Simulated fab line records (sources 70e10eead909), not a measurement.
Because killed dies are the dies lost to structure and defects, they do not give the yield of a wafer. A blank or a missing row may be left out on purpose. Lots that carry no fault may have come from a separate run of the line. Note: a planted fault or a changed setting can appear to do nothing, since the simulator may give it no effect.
Matching of chambers ; flow nand-harc ; NHARC_A_STAIRCASE_TRIM_220 on rie-diel-08: 4 sister chambers
The step chemistry O2, time 211.2 s. 8 wafers are shown with their chamber, then 10 later ones without.

## EACH WAFER AND ITS CHAMBER
wafer;chamber;drypump-motor-current-A (A);showerhead-plenum-p-Torr (Torr)
L084.5;0;5.4;3.57
L081.2;1;5.6;3.64
L081.4;0;5.4;3.57
L081.3;3;5.9;3.47
L081.5;2;5.6;3.46
L081.6;3;5.8;3.47
L086.1;2;5.6;3.45
L086.5;1;5.6;3.64

## WAFERS MISSING THEIR CHAMBER
wafer;drypump-motor-current-A (A);showerhead-plenum-p-Torr (Torr)
L086.6;5.4;3.57
L088.1;5.4;3.56
L088.4;5.9;3.46
L088.6;5.6;3.44
L087.1;5.6;3.63
L087.4;5.6;3.44
L087.6;5.6;3.44
L096.1;5.9;3.45
L096.3;5.6;3.62
L096.6;5.6;3.43

## EACH ONE'S CHAMBER
wafer;from the rows above;in truth
L086.6;0;0
L088.1;0;0
L088.4;3;3
L088.6;2;2
L087.1;1;1
L087.4;2;2
L087.6;2;2
L096.1;3;3
L096.3;1;1
L096.6;2;2
Correctly placed: 10 of 10. Can't be placed from these rows: 0. Number placed wrongly: 0.
How it was worked out, from the rows above alone: a wafer's distance from a chamber is the root of the sum, over the readings, of the square of ((its reading less the chamber's mean) divided by the reading's scatter). The wafer belongs to the nearest chamber; if the next one is less than 2 further off, it can't be placed. A chamber's mean is the mean of its shown wafers. How the scatter is found: for the shown wafers, subtract from each reading the mean of its chamber, square and add these, divide the total by (wafers less chambers), then take the root.
